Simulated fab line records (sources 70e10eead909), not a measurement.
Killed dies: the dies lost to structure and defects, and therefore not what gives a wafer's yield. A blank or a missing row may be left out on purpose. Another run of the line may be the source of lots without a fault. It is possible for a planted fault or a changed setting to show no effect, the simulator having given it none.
Matching of chambers | flow nandHarc | NHARC_A_STAIRCASE_DEP_156 on pecvd-03 has 3 sister chambers
The step deposits SiNx, target thk 50 nm. 6 wafers are shown with their chamber, then 11 later ones without.

WAFERS PAIRED WITH THEIR CHAMBERS
wafer  | chamber | heaterPowerW (W)
L082.4 | 2       | 1000
L083.5 | 2       | 1020
L085.2 | 0       | 702
L085.3 | 1       | 714
L085.4 | 1       | 726
L086.2 | 0       | 617

WAFERS MISSING THEIR CHAMBER
wafer  | heaterPowerW (W)
L086.4 | 632
L086.5 | 734
L090.2 | 1028
L090.5 | 744
L090.6 | 730
L097.3 | 645
L097.4 | 567
L097.6 | 641
L096.2 | 951
L096.3 | 697
L096.6 | 665

CHAMBER TAKEN BY EACH
wafer  | from the rows above     | in truth
L086.4 | can't be placed: 0 or 1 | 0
L086.5 | can't be placed: 1 or 0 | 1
L090.2 | 2                       | 2
L090.5 | can't be placed: 1 or 0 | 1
L090.6 | can't be placed: 1 or 0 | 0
L097.3 | can't be placed: 0 or 1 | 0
L097.4 | can't be placed: 0 or 1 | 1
L097.6 | can't be placed: 0 or 1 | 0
L096.2 | 2                       | 2
L096.3 | can't be placed: 1 or 0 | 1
L096.6 | can't be placed: 0 or 1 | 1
2 of 11 placed correctly. From these rows, 9 cannot be placed; in 9 the true chamber is one of the candidates. Number placed wrongly: 0.
How it was worked out, from the rows above alone: a wafer's distance from a chamber is the root of the sum, over the readings, of the square of ((its reading less the chamber's mean) divided by the reading's scatter). If the next closest chamber is less than 2 further off than the closest, the wafer can't be placed; otherwise it belongs to the closest. Each chamber's mean is taken over the wafers shown for it. The scatter: take each reading less its chamber's mean, square it, sum over the shown wafers, divide by the number of wafers less the number of chambers, and take the root.
